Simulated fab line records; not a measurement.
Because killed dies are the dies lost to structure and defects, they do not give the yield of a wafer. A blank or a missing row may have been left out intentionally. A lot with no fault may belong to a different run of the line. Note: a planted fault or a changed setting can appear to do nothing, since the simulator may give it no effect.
Chamber matching -- flow n5Finfet -- rieDiel-06 running N5_BEOL_M0_CUTY_ETCH_63: 4 sister chambers
The step etches SOC in N2/H2, target depth 82.7 nm, overetch 16.5 nm, time 124 s. 16 wafers are shown with their chamber, then 8 later ones without.

== EACH WAFER AND ITS CHAMBER ==
wafer,chamber,showerheadPlenumPTorr (Torr),oesProductAu (a.u.),throttleValvePct (%)
L079.1,1,2.60,0.69,17.5
L079.3,0,2.63,0.62,17.9
L079.4,3,2.49,0.75,17.3
L080.3,3,2.49,0.74,17.3
L080.4,1,2.60,0.68,17.5
L080.5,3,2.49,0.74,17.3
L084.1,1,2.59,0.68,17.6
L084.4,1,2.59,0.67,17.5
L084.6,3,2.49,0.73,17.3
L085.1,0,2.63,0.62,18.0
L085.4,2,2.59,0.79,17.6
L085.6,1,2.59,0.68,17.6
L090.1,3,2.48,0.72,17.4
L090.2,1,2.59,0.66,17.6
L090.6,1,2.59,0.67,17.6
L093.1,1,2.59,0.66,17.6

SIGNATURES (averages over the wafers above)
reading,chamber 0,chamber 1,chamber 2,chamber 3,scatter within a chamber
showerheadPlenumPTorr,2.6300,2.5925,2.5900,2.4880,0.00438
oesProductAu,0.6200,0.6738,0.7900,0.7360,0.0104
throttleValvePct,17.950,17.562,17.600,17.320,0.0514
Rule: a wafer lies at a distance from a chamber equal to the root of the sum of squares, over the readings, of (its reading less the chamber's mean, divided by the reading's scatter). The wafer belongs to the nearest chamber; if the next one is less than 2 further off, it can't be placed. How the scatter is found: for the shown wafers, subtract from each reading the mean of its chamber, square and add these, divide the total by (wafers less chambers), then take the root.

== WAFERS WHOSE CHAMBER IS MISSING ==
wafer,showerheadPlenumPTorr (Torr),oesProductAu (a.u.),throttleValvePct (%)
L093.5,2.62,0.61,18.0
L093.6,2.59,0.66,17.6
L095.1,2.58,0.74,17.6
L095.2,2.48,0.71,17.4
L095.4,2.58,0.65,17.6
L097.1,2.62,0.60,18.0
L097.4,2.58,0.73,17.6
L097.5,2.58,0.73,17.6

== EACH ONE'S CHAMBER ==
wafer,from the rows above,in truth
L093.5,0,0
L093.6,1,1
L095.1,can't be placed: 2 or 1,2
L095.2,3,3
L095.4,1,1
L097.1,0,0
L097.4,can't be placed: 1 or 2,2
L097.5,can't be placed: 1 or 2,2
Correctly placed: 5 of 8. These rows do not allow placing 3 (true chamber among the candidates in 3). Number placed wrongly: 0.
